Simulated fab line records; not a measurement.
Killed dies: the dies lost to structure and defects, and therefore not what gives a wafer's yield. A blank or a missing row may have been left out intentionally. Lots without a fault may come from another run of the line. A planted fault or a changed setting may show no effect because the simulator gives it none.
fab line records    flow nandHarc
record: lots: 5  wafers: 15  lastDay: 33
route steps=1302 shown P_ZERO_WELL@14 END@1302
lots untouched by any fault: they come from a run of this same line in which no faults occurred
startH: hours from the record's first day to the start of the lot's first wafer shown    waitH: how many hours have passed since the lot's step before this one    " unchanged from the row above    L1.1+2: one row covering several wafers at once    - value missing, or start not given    * or withheld: withheld    < > ~ a bound
route shown NAME@n: a module of which the file shows steps, and the number in the route of the first    usual: the fault-free wafers' mean and standard deviation    same: alike in all rows    chamber/n: place in a boat    sites: readings site by site    _std_site: standard deviation of those values    _edge_site: outer sites' mean less inner sites'    radiusMm: for every site, how far away it sits from the centre of the wafer    mask NAME#n: copy n    behind: tool/chamber where the wafer was last shaped    hold: cause of the lot's hold/its duration in hours/its outcome    device: which transistor (n, p or np) failed to switch    end of line: at the end of the route, the tests of the same wafers    a step given without rows: its recipe and nothing more    killed: the dies lost at the first sort to structure and to defects; this is not the yield of the wafer    map: shows each die of a wafer: x if killed, . if not, _ if none is there
set.NAME: the setting the step ran with; set.NAME@STEP: the setting that earlier step ran with    model.NAME: the simulator's own value behind a step, which no gauge read
a table for each step, a row for each wafer; lots at some steps of the route
services: from which hour (startH, from the record's first day; less than 0 if before it) a tool's chamber was out of use, for how many hours, and why
== steps ==
step: NHARC_P_ZERO_WELL_CD_MEAS_11
recipe: targetCdNm: 500  landingEnergyEv: 500
usual: cdNm: 499.6/2.9
lot.wafer  tool      chamber  startH  waitH  cdNm
L417.1     cdSem-02  0        131.25  -      502.5
L417.4     "         0        "       "      502.4
L417.5     "         0        "       "      503.7
L418.2     cdSem-01  0        141.11  -      500.0
L418.5     "         0        "       "      499.6
L418.6     "         0        "       "      501.7
L421.1     cdSem-03  0        171.24  -      501.2
L421.2     "         0        "       "      499.2
L421.4     "         0        "       "      497.5
L423.1     cdSem-03  0        191.24  -      499.3
L423.2     "         0        "       "      499.2
L423.3     "         0        "       "      499.7
L429.2     cdSem-02  0        251.50  -      499.1
L429.5     "         0        "       "      501.8
L429.6     "         0        "       "      504.7
step: NHARC_P_ZERO_WELL_HARDBAKE_12
recipe: tempC: 118  timeS: 65
step: NHARC_P_ZERO_WELL_DESCUM_13
recipe: timeS: 3  o2FlowSccm: 200  arFlowSccm: 0  biasPowerW: 0  chemistry: O2
usual: drypumpMotorCurrentA: 5.8/0.52  oesProductAu: 1.004/0.011  rfVppV: 57.6/0.93  showerheadPlenumPTorr: 1.89/0.1  throttleValvePct: 11.311/0.0095
same: biasPowerW: 0
lot.wafer  tool        chamber  startH  waitH  drypumpMotorCurrentA  oesProductAu  rfHoursCounterH  rfVppV  showerheadPlenumPTorr  throttleValvePct
L417.4     rieDiel-09  1        131.41  -      5.7                   1.009         49               58.7    2.06                   11.300
L417.1     "           2        "       "      5.2                   1.009         54               57.8    1.77                   11.322
L417.5     "           0        "       "      5.2                   0.992         -                56.2    1.85                   11.320
L418.2     rieDiel-09  0        141.29  -      5.2                   0.996         55               57.8    1.85                   11.307
L418.5     "           1        "       "      5.8                   0.998         -                57.1    2.06                   11.311
L418.6     "           2        "       "      5.2                   1.013         -                57.6    1.77                   11.312
L421.1     rieDiel-02  0        171.83  -      5.7                   0.992         40               57.0    2.06                   11.335
L421.4     "           1        "       "      6.1                   1.016         32               58.6    1.94                   11.307
L421.2     "           2        "       "      6.0                   0.999         36               59.0    1.87                   11.311
L423.3     rieDiel-02  2        191.40  -      6.0                   1.004         45               56.5    1.87                   11.317
L423.2     "           0        "       "      5.7                   0.998         47               59.0    2.06                   11.304
L423.1     "           1        "       "      6.1                   1.013         39               57.2    1.94                   11.310
L429.2     rieDiel-08  1        251.68  -      6.2                   1.010         13               57.1    1.94                   11.300
L429.6     "           2        "       "      5.4                   1.008         -                58.1    1.87                   11.297
L429.5     "           3        "       "      6.2                   0.997         -                57.1    1.80                   11.296
step: NHARC_P_ZERO_WELL_ETCH_65
recipe: targetDepthA: 800  overetchA: 240  timeS: 87.88  ionEnergyEv: 200  n2FlowSccm: 150  h2FlowSccm: 150  arFlowSccm: 0  rfW: 400  biasW: 150  chemistry: N2/H2
usual: drypumpMotorCurrentA: 5.8/0.52  n2FlowSccm: 150.0/0.51  oesProductAu: 1.002/0.012  rfVppV: 429.6/2.9  showerheadPlenumPTorr: 2.01/0.11  throttleValvePct: 14.170/0.0083
lot.wafer  tool        chamber  startH  waitH  drypumpMotorCurrentA  n2FlowSccm  oesProductAu  rfHoursCounterH  rfVppV  showerheadPlenumPTorr  throttleValvePct
L417.4     rieDiel-09  2        131.49  0.1    5.2                   149.7       1.002         54               425.8   1.88                   14.168
L417.1     "           1        "       "      5.7                   149.2       1.006         49               433.4   2.20                   14.154
L417.5     "           3        "       "      6.4                   149.5       1.019         -                427.4   1.93                   14.184
L418.2     rieDiel-09  2        141.48  0.2    5.2                   149.9       1.022         56               425.3   1.88                   14.170
L418.5     "           1        "       "      5.8                   149.9       0.998         -                436.2   2.20                   14.165
L418.6     "           2        "       "      5.2                   149.6       1.008         -                426.5   1.88                   14.167
L421.1     rieDiel-02  2        171.91  0.1    6.0                   150.8       0.999         36               429.9   2.00                   14.178
L421.4     "           3        "       "      6.6                   150.0       1.023         37               427.9   1.88                   14.175
L421.2     "           0        "       "      5.7                   149.0       1.012         40               434.0   2.20                   14.179
L423.2     rieDiel-02  0        191.49  0.1    5.8                   150.1       1.006         47               434.1   2.20                   14.166
L423.3     "           2        "       "      6.0                   149.5       1.000         45               428.7   1.99                   14.160
L423.1     "           3        "       "      6.6                   150.9       1.016         44               425.7   1.88                   14.174
L429.2     rieDiel-08  1        251.76  0.1    6.2                   150.3       1.007         13               430.0   2.07                   14.172
L429.6     "           3        "       "      6.2                   150.3       0.998         -                427.9   1.92                   14.184
L429.5     "           0        "       "      4.9                   149.1       1.015         -                427.5   1.90                   14.166
step: NHARC_P_ZERO_WELL_ETCH_62
recipe: targetDepthA: 130  timeS: 6.5  chf3FlowSccm: 50  arFlowSccm: 200  rfW: 500  biasW: 200  chemistry: CHF3/Ar
usual: drypumpMotorCurrentA: 5.8/0.5  oesProductAu: 0.964/0.017  rfVppV: 369.9/2.7  showerheadPlenumPTorr: 2.32/0.12  throttleValvePct: 20.217/0.0084
lot.wafer  tool        chamber  startH  waitH  drypumpMotorCurrentA  oesProductAu  rfHoursCounterH  rfVppV  showerheadPlenumPTorr  throttleValvePct
L417.4     rieDiel-09  0        -       -      5.2                   0.947         52               370.1   2.27                   20.218
L417.1     "           3        "       "      6.4                   0.982         53               367.7   2.22                   20.229
L417.5     "           0        "       "      5.2                   0.953         -                370.4   2.27                   20.222
L418.2     rieDiel-09  0        -       -      5.2                   0.944         55               370.1   2.27                   20.216
L418.5     "           3        "       "      6.4                   0.962         -                368.8   2.22                   20.221
L418.6     "           0        "       "      5.2                   0.934         -                367.7   2.27                   20.213
L421.4     rieDiel-02  0        -       -      5.7                   0.958         40               373.9   2.52                   20.204
L421.2     "           1        "       "      6.1                   0.988         32               370.6   2.37                   20.235
L421.1     "           2        "       "      6.0                   0.973         36               369.3   2.30                   20.213
L423.3     rieDiel-02  3        -       -      6.6                   0.970         44               366.6   2.18                   20.229
L423.2     "           0        "       "      5.8                   0.978         47               374.6   2.52                   20.211
L423.1     "           1        "       "      6.1                   0.988         39               370.8   2.37                   20.216
L429.2     rieDiel-08  0        -       -      4.9                   0.973         14               368.4   2.19                   20.216
L429.5     "           2        "       "      5.4                   0.953         -                369.4   2.29                   20.224
L429.6     "           3        "       "      6.2                   0.940         -                367.0   2.21                   20.225
step: NHARC_P_ZERO_WELL_ETCH_63
recipe: targetDepthA: 1200  timeS: 40.1  hbrFlowSccm: 150  cl2FlowSccm: 50  rfW: 400  icpW: 400  biasW: 100  chemistry: HBr/Cl2
usual: drypumpMotorCurrentA: 5.7/0.44  oesProductAu: 1.001/0.016  throttleValvePct: 26.407/0.0088
lot.wafer  tool      chamber  startH  waitH  drypumpMotorCurrentA  oesProductAu  rfHoursCounterH  throttleValvePct
L417.4     rieSi-06  0        131.68  -      5.1                   0.989         0.3              26.403
L417.1     "         2        "       "      6.0                   0.980         0.3              26.407
L417.5     "         0        "       "      5.0                   0.969         -                26.407
L418.2     rieSi-06  3        141.66  -      5.9                   0.994         0.4              26.414
L418.6     "         2        "       "      6.0                   0.984         -                26.405
L418.5     "         3        "       "      5.9                   1.004         -                26.398
L421.1     rieSi-03  1        172.07  -      5.5                   0.995         0.8              26.405
L421.2     "         3        "       "      5.3                   1.014         0.8              26.394
L421.4     "         0        "       "      4.9                   1.030         0.8              26.410
L423.2     rieSi-05  3        191.67  -      5.8                   0.998         0.3              26.416
L423.3     "         1        "       "      5.9                   1.038         0.3              26.417
L423.1     "         2        "       "      6.1                   1.020         0.3              26.412
L429.2     rieSi-05  1        251.93  -      5.9                   1.021         0.8              26.404
L429.6     "         0        "       "      5.7                   0.996         -                26.410
L429.5     "         1        "       "      5.9                   1.030         -                26.410
step: NHARC_P_ZERO_WELL_STRIP_15
recipe: timeS: 900  tempC: 130  chemistry: SPM
step: NHARC_P_ZERO_WELL_DEHYDRATE_16
recipe: tempC: 150  timeS: 120
step: NHARC_P_ZERO_WELL_HMDS_17
recipe: timeS: 30
step: NHARC_P_ZERO_WELL_COAT_18
recipe: spinRpm: withheld
step: NHARC_P_ZERO_WELL_SOFTBAKE_19
recipe: tempC: 122  timeS: 95
step: NHARC_P_ZERO_WELL_EBR_20
step: NHARC_P_ZERO_WELL_EXPOSE_21
recipe: na: 0.6  targetCdNm: 720  doseMj: 22.31  maskId: P_NWELL
lot.wafer   tool           chamber  startH  waitH  mask
L417.1+4+5  krfScanner-03  0        132.43  -      P_NWELL#0
L418.2+5+6  krfScanner-02  0        142.42  -      P_NWELL#0
L421.1+2+4  krfScanner-03  0        172.84  -      P_PWELL#0
L423.1+2+3  krfScanner-02  0        192.32  -      P_NWELL#0
L429.2+5+6  krfScanner-02  0        252.71  -      P_NWELL#0
step: NHARC_P_ZERO_WELL_PEB_22
recipe: pebTempC: 118  pebTimeS: 85
step: NHARC_P_ZERO_WELL_DEVELOP_23
recipe: timeS: 70
step: NHARC_P_ZERO_WELL_CD_MEAS_24
recipe: targetCdNm: 720  landingEnergyEv: 500
usual: cdNm: 717.7/1.8
lot.wafer  tool      chamber  startH  waitH  cdNm
L417.1     cdSem-01  0        132.59  -      716.3
L417.4     "         0        "       "      716.3
L417.5     "         0        "       "      720.4
L418.2     cdSem-01  0        142.58  -      718.0
L418.5     "         0        "       "      716.6
L418.6     "         0        "       "      715.8
L421.1     cdSem-02  0        173.00  -      -
L421.2     "         0        "       "      -
L421.4     "         0        "       "      -
L423.1     cdSem-03  0        192.48  -      718.1
L423.2     "         0        "       "      715.8
L423.3     "         0        "       "      718.0
L429.2     cdSem-03  0        252.87  -      718.0
L429.5     "         0        "       "      715.2
L429.6     "         0        "       "      716.2
step: NHARC_P_ZERO_WELL_HARDBAKE_25
recipe: tempC: 125  timeS: 80
step: NHARC_END_SORT_01
recipe: tempC: 25
usual: killedAtArray: 64/20  killedAtOther: 0.7/1.1  killedAtPeriphery: 3.6/2.7  killedDies: 68/20  killedOpen: 2.8/1.9  killedShort: 2.3/1.5
same: grossDies: 677
lot.wafer  tool       chamber  startH  waitH  killedAtArray  killedAtOther  killedAtPeriphery  killedDies  killedOpen  killedShort
L417.1     prober-01  0        688.78  2.5    70             0              4                  74          5           3
L417.4     prober-01  0        691.19  3.4    60             3              0                  63          4           2
L417.5     prober-01  0        691.99  3.7    60             0              2                  62          3           5
L421.1     prober-02  0        704.05  2.5    76             0              601                677         5           1
L421.2     prober-02  0        704.86  2.8    100            0              577                677         1           1
L421.4     prober-02  0        706.48  3.4    80             0              597                677         2           1
killed by level:class
L417.1 A_CHANNEL_HOLE_D1:chamberFilmFlake=38 A_CHANNEL_HOLE_D2:chamberFilmFlake=16 P_STI:chamberFilmFlake=3 A_ONON_D1:geometricParticle:short=2 A_WL_FILL:geometricParticle:open=2 A_DECK1_JOINT:chamberFilmFlake=2 A_CHANNEL_FILL_D2:chamberFilmFlake=2 A_SLIT:chamberFilmFlake=2
L417.4 A_CHANNEL_HOLE_D1:chamberFilmFlake=27 A_CHANNEL_HOLE_D2:chamberFilmFlake=18 A_CONTACT:chamberFilmFlake=4 THIN_TSV:chamberFilmFlake=3 A_CHANNEL_FILL_D2:chamberFilmFlake=2 A_ONON_D1:geometricParticle:short=1 A_ONON_D1:geometricParticle:open=1 A_ONON_D2:geometricParticle:open=1
L417.5 A_CHANNEL_HOLE_D1:chamberFilmFlake=27 A_CHANNEL_HOLE_D2:chamberFilmFlake=13 A_CONTACT:chamberFilmFlake=5 A_CHANNEL_FILL_D2:chamberFilmFlake=4 A_WL_FILL:geometricParticle:short=2 A_ONON_D1:geometricParticle:short=1 A_CHANNEL_HOLE_D1:geometricParticle:open=1 A_CHANNEL_FILL_D1:geometricParticle:short=1
L421.1 P_ZERO_WELL:areaExpose=595 A_CHANNEL_HOLE_D1:chamberFilmFlake=28 A_SLIT:chamberFilmFlake=25 A_CHANNEL_HOLE_D2:chamberFilmFlake=8 A_CONTACT:chamberFilmFlake=4 A_ZERO_WELL:chamberFilmFlake=3 P_CONTACT:geometricParticle:open=2 A_STAIRCASE:chamberFilmFlake=2
L421.2 P_ZERO_WELL:areaExpose=572 A_CHANNEL_HOLE_D1:chamberFilmFlake=36 A_SLIT:chamberFilmFlake=34 A_CHANNEL_HOLE_D2:chamberFilmFlake=16 P_BONDPAD:chamberFilmFlake=4 A_STAIRCASE:chamberFilmFlake=4 A_CONTACT:chamberFilmFlake=4 A_ZERO_WELL:chamberFilmFlake=2
L421.4 P_ZERO_WELL:areaExpose=595 A_CHANNEL_HOLE_D1:chamberFilmFlake=33 A_SLIT:chamberFilmFlake=26 A_CHANNEL_HOLE_D2:chamberFilmFlake=11 A_DECK1_JOINT:chamberFilmFlake=3 A_CHANNEL_FILL_D2:geometricParticle:open=2 A_CONTACT:chamberFilmFlake=2 A_CHANNEL_FILL_D2:geometricParticle:short=1
map L421.1 (x killed, . not)
____________x____________
_________xxxxxxx_________
_______xxxxxxxxxxx_______
______xxxxxxxxxxxxx______
_____xxxxxxxxxxxxxxx_____
____xxxxxxxxxxxxxxxxx____
____xxxxxxxxxxxxxxxxx____
___xxxxxxxxxxxxxxxxxxx___
___xxxxxxxxxxxxxxxxxxx___
__xxxxxxxxxxxxxxxxxxxxx__
__xxxxxxxxxxxxxxxxxxxxx__
_xxxxxxxxxxxxxxxxxxxxxxx_
_xxxxxxxxxxxxxxxxxxxxxxx_
_xxxxxxxxxxxxxxxxxxxxxxx_
_xxxxxxxxxxxxxxxxxxxxxxx_
_xxxxxxxxxxxxxxxxxxxxxxx_
xxxxxxxxxxxxxxxxxxxxxxxxx
xxxxxxxxxxxxxxxxxxxxxxxxx
xxxxxxxxxxxxxxxxxxxxxxxxx
xxxxxxxxxxxxxxxxxxxxxxxxx
xxxxxxxxxxxxxxxxxxxxxxxxx
_xxxxxxxxxxxxxxxxxxxxxxx_
_xxxxxxxxxxxxxxxxxxxxxxx_
_xxxxxxxxxxxxxxxxxxxxxxx_
_xxxxxxxxxxxxxxxxxxxxxxx_
_xxxxxxxxxxxxxxxxxxxxxxx_
__xxxxxxxxxxxxxxxxxxxxx__
__xxxxxxxxxxxxxxxxxxxxx__
___xxxxxxxxxxxxxxxxxxx___
___xxxxxxxxxxxxxxxxxxx___
____xxxxxxxxxxxxxxxxx____
____xxxxxxxxxxxxxxxxx____
_____xxxxxxxxxxxxxxx_____
______xxxxxxxxxxxxx______
_______xxxxxxxxxxx_______
_________xxxxxxx_________
____________x____________
map L417.1 (x killed, . not)
____________.____________
_________......._________
_______..........._______
______........x....______
_____..............._____
____..............x..____
____...x.............____
___...................___
___..................x___
__....x..............x.__
__.......x.............__
_..x.......xx..........._
_..xx..x................_
_.xxx..................._
_..xxxx................._
_xxxxxx................._
.xxxxx...................
..xx...x.................
.xxxxxx..................
..xxxxxx.................
x.xxxxx..................
_..xxxxx................_
_..x..xx................_
_x..xxx................._
_......................._
_....xx................._
__....x.....x..........__
__.....................__
___...................___
___..........x.......x___
____.....x...x.......____
____.................____
_____............x.._____
______.........x...______
_______..........._______
_________......._________
____________.____________
== services ==
tool           chamber  startH  hours  kind
rieDiel-02     1        110.24  30.5   repair
rieDiel-08     2        118.66  7.4    repair
krfScanner-03  -        119.39  0.9    repair
rieDiel-09     0        122.39  -      clean
rieDiel-09     1        122.39  -      clean
rieDiel-09     2        122.39  -      clean
rieDiel-09     3        122.39  -      clean
rieDiel-02     0        125.95  -      clean
rieDiel-02     2        125.95  -      clean
rieSi-05       -        128.00  9.0    pm
rieDiel-09     -        143.16  9.0    pm
rieSi-03       -        152.06  0.1    repair
rieDiel-02     1        159.28  1.9    repair
rieSi-05       0        165.09  6.9    repair
rieDiel-09     2        169.56  5.1    repair
rieDiel-08     -        190.80  9.0    pm
rieSi-06       2        208.18  7.6    repair
rieDiel-02     -        218.85  9.0    pm
rieSi-03       -        221.00  9.0    pm
krfScanner-03  -        224.00  4.0    pm
rieSi-05       3        227.27  27.1   repair
rieSi-05       1        231.19  1.7    repair
rieDiel-08     -        236.86  2.0    repair
rieSi-06       -        249.00  9.0    pm
== key ==
firstSign: step: NHARC_P_ZERO_WELL_EXPOSE_21  reading: mask  direction: changed
effect: step: NHARC_P_ZERO_WELL_CD_MEAS_24  reading: cdNm  direction: missing
effect: step: NHARC_END_SORT_01  reading: killedAtPeriphery  direction: up  sigmas: 99+  usual: 3.6  struck: 591.7
moreKillsBornAt: NHARC_P_ZERO_WELL_EXPOSE_21@krfScanner-03: 1762
metAt NHARC_P_ZERO_WELL_EXPOSE_21
struckWafers L421.1,L421.2,L421.4
laterRowsLeftOut L421.1,L421.2,L421.4
testerLeftOut L421
onsetBetween 132.43 172.84
fault: kind: wrongMask  tool: any  chamber: -  onsetH: 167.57  steps: NHARC_P_ZERO_WELL_EXPOSE_21  auxCopy: P_PWELL#0  scope: struckLotsOnly
testerLeftOut: of these lots the tester's yield and bins aren't shown, on N5 and GAA mostly nor the transistor test; their killed dies are dies lost to structure and defects alone, not to doping, threshold or leakage, so they don't give the yield
laterRowsLeftOut: the simulator's readings of these wafers behind a module that went badly wrong aren't trusted and aren't shown, but for the sort
